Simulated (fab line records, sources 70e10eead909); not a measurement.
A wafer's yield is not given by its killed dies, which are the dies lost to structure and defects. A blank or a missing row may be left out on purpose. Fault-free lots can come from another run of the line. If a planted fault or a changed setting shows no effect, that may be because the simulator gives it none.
Matching of chambers | flow nandHarc | 3 sister chambers for NHARC_P_M0_DEP_32 on pecvd-02
The step deposits SiCN, target thk 30 nm. 3 wafers are shown with their chamber, then 11 later ones without.

== EACH WAFER AND ITS CHAMBER ==
wafer  | chamber | heaterPowerW (W)
L089.4 | 1       | 534
L089.5 | 0       | 473
L092.2 | 2       | 643

== WAFERS WHOSE CHAMBER IS MISSING ==
wafer  | heaterPowerW (W)
L092.3 | 657
L092.6 | 476
L097.1 | 583
L097.2 | 459
L097.5 | 480
L095.1 | 484
L095.4 | 489
L095.6 | 593
L096.3 | 508
L096.4 | 491
L096.5 | 598

== WHICH CHAMBER EACH WENT THROUGH ==
wafer  | from the rows above     | in truth
L092.3 | 2                       | 2
L092.6 | can't be placed: 0 or 1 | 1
L097.1 | can't be placed: 1 or 2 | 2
L097.2 | 0                       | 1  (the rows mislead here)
L097.5 | can't be placed: 0 or 1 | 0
L095.1 | can't be placed: 0 or 1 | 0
L095.4 | can't be placed: 0 or 1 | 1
L095.6 | can't be placed: 2 or 1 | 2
L096.3 | can't be placed: 1 or 0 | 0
L096.4 | can't be placed: 0 or 1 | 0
L096.5 | can't be placed: 2 or 1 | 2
Correctly placed: 1 of 11. From these rows, 9 cannot be placed; in 9 the true chamber is one of the candidates. Placed wrongly: 1.
How it was worked out, from the rows above alone: a wafer's distance from a chamber is the root of the sum, over the readings, of the square of ((its reading less the chamber's mean) divided by the reading's scatter). If the next closest chamber is less than 2 further off than the closest, the wafer can't be placed; otherwise it belongs to the closest. A chamber's mean is the mean of its shown wafers. The scatter (one wafer shown for each chamber): square how far every hidden wafer sits from the nearest shown wafer, average those squares and take the square root.
